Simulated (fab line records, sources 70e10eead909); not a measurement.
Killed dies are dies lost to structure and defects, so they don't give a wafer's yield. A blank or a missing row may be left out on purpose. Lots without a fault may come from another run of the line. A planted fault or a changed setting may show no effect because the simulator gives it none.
fab line records | flow nand_harc | part 2 of 2: steps 26 to 41 of 41
record lots=5 wafers=15 last_day=29
route steps=1302 shown P_M1@287 P_M2@318
lots that met no fault: from a run of the same line without faults
start_h: hours from the record's first day to the start of the lot's first wafer shown | wait_h: hours since the lot's step before | " the same as in the row above | L1.1+2: a row that stands for several wafers | - no value, or no start given | * or withheld: withheld | < > ~ a bound
route shown NAME@n: a module of which the file shows steps, and the number in the route of the first | usual: mean/standard deviation of fault-free wafers | same: alike in all rows | chamber/n: place in a boat | sites: the reading at each site | _std_site: their standard deviation | _edge_site: outer sites' mean less inner sites' | radius_mm: how far each site lies from the wafer's centre | mask NAME#n: copy n | behind: the tool/chamber that last shaped the wafer | hold: why the lot was held/for how many hours/how that ended | device: the transistor (n, p or np) that didn't switch | end of line: the same wafers' tests at the end of the route | a step without rows: its recipe alone | killed: dies lost to structure and defects at the first sort, not the wafer's yield | map: a wafer's dies, x killed, . not, _ none there
set.NAME: the setting as run; set.NAME@STEP: as run at that earlier step | model.NAME: the simulator's own value behind a step, which no gauge read
lots at some steps of the route; a table a step, a row a wafer
services: from which hour (start_h, from the record's first day; less than 0 if before it) a tool's chamber was out of use, for how many hours, and why
## steps
# step NHARC_P_M1_THK_MEAS_24
# recipe thk_meas_gauge=xrf
# usual thk_nm=158.0/1.6
# columns lot.wafer tool chamber start_h wait_h thk_nm
L078.2 film_metro-02 - 170.05 - 158.3
L078.3 " - " " 158.3
L078.4 " - " " 158.1
L081.1 film_metro-01 - 196.80 - 156.5
L081.5 " - " " 159.4
L081.6 " - " " 159.5
L084.3 film_metro-02 - 226.53 - 159.0
L084.4 " - " " 158.0
L084.5 " - " " 156.5
L085.1 film_metro-01 - 241.46 - 158.1
L085.4 " - " " 158.1
L085.5 " - " " 157.7
L087.2 film_metro-02 - 262.22 - 158.9
L087.4 " - " " 159.5
L087.5 " - " " 157.6
# step NHARC_P_M1_SRD_25
# columns lot.wafer tool chamber start_h wait_h
L078.4+3+2 wet_bench-10 4,5,6 170.09 0.0
L081.5+6+1 wet_bench-08 2,3,4 196.84 0.0
L084.4+5+3 wet_bench-08 1,3,4 226.57 0.0
L085.5+1+4 wet_bench-10 7,1,3 241.50 0.0
L087.5+4+2 wet_bench-08 1,2,4 262.27 0.0
# step NHARC_P_M1_INSPECT_27
# usual raw_defect_count=344/150
# columns lot.wafer tool chamber start_h wait_h raw_defect_count
L078.2 defect_inspect-01 - 170.20 0.0 363
L078.3 " - " " 230
L078.4 " - " " 378
L081.1 defect_inspect-02 - 196.96 0.0 245
L081.5 " - " " 181
L081.6 " - " " 311
L084.3 defect_inspect-02 - 226.69 0.0 276
L084.4 " - " " 725
L084.5 " - " " 390
L085.1 defect_inspect-02 - 241.61 0.0 138
L085.4 " - " " 241
L085.5 " - " " 280
L087.2 defect_inspect-01 - 262.37 0.0 258
L087.4 " - " " 204
L087.5 " - " " 279
# step NHARC_P_M1_PRE_CLEAN_32
# recipe time_s=12 temp_c=370 rf_power_w=300 gas=NH3
# usual heater_power_w=663/100
# columns lot.wafer tool chamber start_h wait_h heater_power_w
L078.3 pecvd-03 0 170.28 0.1 508
L078.2 " 1 " " 719
L078.4 " 1 " " 732
L081.1 pecvd-02 2 197.02 0.1 768
L081.6 " 2 " " 741
L081.5 " 1 " " 633
L084.3 pecvd-01 2 226.77 0.1 655
L084.4 " 2 " " 653
L084.5 " 0 " " 550
L085.1 pecvd-02 2 241.68 0.1 838
L085.4 " 2 " " 847
L085.5 " 1 " " 769
L087.2 pecvd-02 2 262.44 0.1 714
L087.5 " 0 " " 633
L087.4 " 1 " " 666
# step NHARC_P_M1_DEP_33
# recipe target_thk_a=300 temp_c=370 target_thk_nm=30 pressure_torr=3 flow_sccm=200 rf_w=450 material=SiCN
# usual heater_power_w=618/100
# columns lot.wafer tool chamber start_h wait_h heater_power_w
L078.3 pecvd-03 0 170.39 0.1 492
L078.2 " 1 " " 652
L078.4 " 1 " " 665
L081.1 pecvd-02 2 197.10 0.1 726
L081.6 " 2 " " 721
L081.5 " 1 " " 571
L084.3 pecvd-01 2 226.87 0.1 632
L084.4 " 2 " " 615
L084.5 " 0 " " 583
L085.1 pecvd-02 2 241.76 0.1 712
L085.4 " 2 " " 732
L085.5 " 1 " " 639
L087.2 pecvd-02 2 262.52 0.1 693
L087.5 " 0 " " 717
L087.4 " 1 " " 704
# step NHARC_P_M2_DEP_00
# recipe target_thk_a=1825 target_thk_nm=182.5 temp_c=withheld pressure_torr=5 flow_sccm=200 rf_w=600 material=SiOC
# columns lot.wafer tool chamber start_h wait_h
L078.3+2+4 pecvd-02 2,1,0 170.76 -
L081.1+6+5 pecvd-01 2,1,2 197.61 -
L084.3+5+4 pecvd-03 0,1,0 227.34 -
L085.1+5+4 pecvd-01 1,1,0 242.17 -
L087.2+4+5 pecvd-03 1,0,0 263.00 -
# step NHARC_P_M2_DEHYDRATE_01
# recipe temp_c=150 time_s=120
# columns lot.wafer tool chamber start_h wait_h
L078.2+3+4 litho_track-06 0 171.17 -
L081.1+5+6 litho_track-04 0 197.92 -
L084.3+4+5 litho_track-04 0 227.65 -
L085.1+4+5 litho_track-01 0 242.58 -
L087.2+4+5 litho_track-06 0 263.47 0.4
# step NHARC_P_M2_HMDS_02
# recipe time_s=30
# columns lot.wafer tool chamber start_h wait_h
L078.2+3+4 litho_track-06 0 - -
L081.1+5+6 litho_track-04 0 - -
L084.3+4+5 litho_track-04 0 - -
L085.1+4+5 litho_track-01 0 - -
L087.2+4+5 litho_track-06 0 - -
# step NHARC_P_M2_COAT_34
# recipe temp_c=200 time_s=65
# columns lot.wafer tool chamber start_h wait_h
L078.2+3+4 litho_track-06 0 - -
L081.1+5+6 litho_track-04 0 - -
L084.3+4+5 litho_track-04 0 - -
L085.1+4+5 litho_track-01 0 - -
L087.2+4+5 litho_track-06 0 - -
# step NHARC_P_M2_COAT_03
# recipe spin_rpm=1500 resist_thk_nm=90
# usual dispense_pressure_kPa=53/5.1
# columns lot.wafer tool chamber start_h wait_h dispense_pressure_kPa
L078.2 litho_track-06 0 - - 50
L078.3 " 0 " " 50
L078.4 " 0 " " 50
L081.1 litho_track-04 0 - - 60
L081.5 " 0 " " 60
L081.6 " 0 " " 60
L084.3 litho_track-04 0 - - 60
L084.4 " 0 " " 60
L084.5 " 0 " " 60
L085.1 litho_track-01 0 - - 47
L085.4 " 0 " " 47
L085.5 " 0 " " 47
L087.2 litho_track-06 0 - - 50
L087.4 " 0 " " 50
L087.5 " 0 " " 50
# step NHARC_P_M2_SOFTBAKE_04
# recipe temp_c=105 time_s=55
# columns lot.wafer tool chamber start_h wait_h
L078.2+3+4 litho_track-06 0 - -
L081.1+5+6 litho_track-04 0 - -
L084.3+4+5 litho_track-04 0 - -
L085.1+4+5 litho_track-01 0 - -
L087.2+4+5 litho_track-06 0 - -
# step NHARC_P_M2_EBR_05
# columns lot.wafer tool chamber start_h wait_h
L078.2+3+4 litho_track-06 0 - -
L081.1+5+6 litho_track-04 0 - -
L084.3+4+5 litho_track-04 0 - -
L085.1+4+5 litho_track-01 0 - -
L087.2+4+5 litho_track-06 0 - -
# step NHARC_P_M2_EXPOSE_06
# recipe na=1.35 target_cd_nm=170 dose_mj=80.78 mask_id=P_M2
# usual exposure_dose_mJ_cm2=80.80/0.16
# columns lot.wafer tool chamber start_h wait_h mask exposure_dose_mJ_cm2
L078.2 arfi_scanner-02 0 171.46 - P_M2#0 80.97
L078.3 " 0 " " P_M2#0 80.86
L078.4 " 0 " " P_M2#0 80.95
L081.1 arfi_scanner-01 0 198.08 - P_M2#0 80.68
L081.5 " 0 " " P_M2#0 80.62
L081.6 " 0 " " P_M2#0 80.63
L084.3 arfi_scanner-02 0 227.96 - P_M2#0 80.95
L084.4 " 0 " " P_M2#0 80.88
L084.5 " 0 " " P_M2#0 81.00
L085.1 arfi_scanner-02 0 242.87 - P_M2#0 80.91
L085.4 " 0 " " P_M2#0 81.00
L085.5 " 0 " " P_M2#0 81.07
L087.2 arfi_scanner-02 0 263.63 - P_M2#0 81.03
L087.4 " 0 " " P_M2#0 80.94
L087.5 " 0 " " P_M2#0 81.03
# step NHARC_P_M2_PEB_07
# recipe peb_temp_c=100 peb_time_s=65
# columns lot.wafer tool chamber start_h wait_h
L078.2+3+4 litho_track-04 0 171.52 0.1
L081.1+5+6 litho_track-01 0 198.14 0.1
L084.3+4+5 litho_track-06 0 228.01 0.0
L085.1+4+5 litho_track-04 0 242.93 0.1
L087.2+4+5 litho_track-01 0 263.69 0.1
# step NHARC_P_M2_DEVELOP_08
# recipe develop_time_s=35 dev_temp_c=23
# columns lot.wafer tool chamber start_h wait_h
L078.2+3+4 litho_track-04 0 - -
L081.1+5+6 litho_track-01 0 - -
L084.3+4+5 litho_track-06 0 - -
L085.1+4+5 litho_track-04 0 - -
L087.2+4+5 litho_track-01 0 - -
# step NHARC_P_M2_CD_MEAS_09
# recipe target_cd_nm=170 landing_energy_ev=500
# usual cd_nm=170.4/0.6
# columns lot.wafer tool chamber start_h wait_h cd_nm
L078.2 cd_sem-02 0 171.60 - 168.9
L078.3 " 0 " " 169.7
L078.4 " 0 " " 168.9
L081.1 cd_sem-02 0 198.22 - 171.2
L081.5 " 0 " " 169.9
L081.6 " 0 " " 171.4
L084.3 cd_sem-02 0 228.10 - 169.7
L084.4 " 0 " " 170.6
L084.5 " 0 " " 170.1
L085.1 cd_sem-02 0 243.01 - 169.9
L085.4 " 0 " " 169.5
L085.5 " 0 " " 169.3
L087.2 cd_sem-03 0 263.77 - 170.8
L087.4 " 0 " " 171.0
L087.5 " 0 " " 170.5
## services
# columns tool chamber start_h hours kind
cmp-01 - 152.10 2.3 repair
pecvd-02 0 152.65 9.0 repair
litho_track-01 - 155.00 7.0 pm
pvd_sputter-01 - 158.82 4.2 repair
ecd_cu-01 - 160.26 8.0 pm
pvd_sputter-03 - 170.02 10.0 pm
litho_track-06 - 179.00 7.0 pm
pvd_sputter-02 - 182.78 3.9 repair
pecvd-03 - 185.33 13.0 pm
cmp-01 - 185.50 4.0 pm
arfi_scanner-03 - 186.28 0.5 repair
pvd_sputter-02 - 187.20 6.1 repair
arfi_scanner-03 - 196.00 4.0 pm
wet_bench-08 - 197.13 1.4 repair
litho_track-04 - 203.00 7.0 pm
arfi_scanner-03 - 220.35 0.7 repair
pvd_sputter-03 - 225.75 2.8 repair
pecvd-02 - 227.00 13.0 pm
pvd_sputter-01 - 228.92 10.0 pm
ecd_cu-02 - 244.00 8.0 pm
rie_diel-09 0 248.79 25.1 repair
pecvd-03 2 256.58 11.3 repair
pvd_sputter-02 - 261.18 5.4 repair
rie_diel-06 3 262.29 2.4 repair
